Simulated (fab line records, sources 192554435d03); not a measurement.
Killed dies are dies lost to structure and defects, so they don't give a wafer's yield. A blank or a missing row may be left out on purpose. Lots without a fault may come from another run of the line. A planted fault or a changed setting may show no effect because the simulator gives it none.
Chamber matching | flow n5_finfet | N5_FIN_SAQP_ALD_61 on ald_sin-03: 4 sister chambers
The step deposits SiO2, target thk 4 nm, pulse time 1 s, purge time 2 s. 4 wafers are shown with their chamber, then 10 later ones without.

WAFERS WITH THEIR CHAMBER
wafer  | chamber | heater_power_w (W)
L083.3 | 2       | 521
L086.5 | 1       | 430
L088.4 | 3       | 538
L088.5 | 0       | 461

WAFERS WITHOUT THEIR CHAMBER
wafer  | heater_power_w (W)
L088.6 | 550
L089.2 | 465
L089.5 | 508
L089.6 | 537
L092.2 | 529
L092.4 | 521
L092.5 | 524
L095.2 | 514
L095.4 | 540
L095.5 | 535

WHICH CHAMBER EACH WENT THROUGH
wafer  | from the rows above     | in truth
L088.6 | 3                       | 3
L089.2 | 0                       | 0
L089.5 | 2                       | 2
L089.6 | 3                       | 3
L092.2 | can't be placed: 2 or 3 | 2
L092.4 | 2                       | 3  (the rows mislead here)
L092.5 | can't be placed: 2 or 3 | 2
L095.2 | 2                       | 2
L095.4 | 3                       | 3
L095.5 | can't be placed: 3 or 2 | 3
Placed correctly: 6 of 10. Can't be placed from these rows: 3 (the true chamber is among the candidates in 3). Placed wrongly: 1.
How it was worked out, from the rows above alone: a wafer's distance from a chamber is the root of the sum, over the readings, of the square of ((its reading less the chamber's mean) divided by the reading's scatter). The wafer belongs to the nearest chamber; if the next one is less than 2 further off, it can't be placed. A chamber's mean is the mean of its shown wafers. The scatter: with one shown wafer a chamber, the root of the mean of the squares of how far each hidden wafer lies from its nearest shown one.
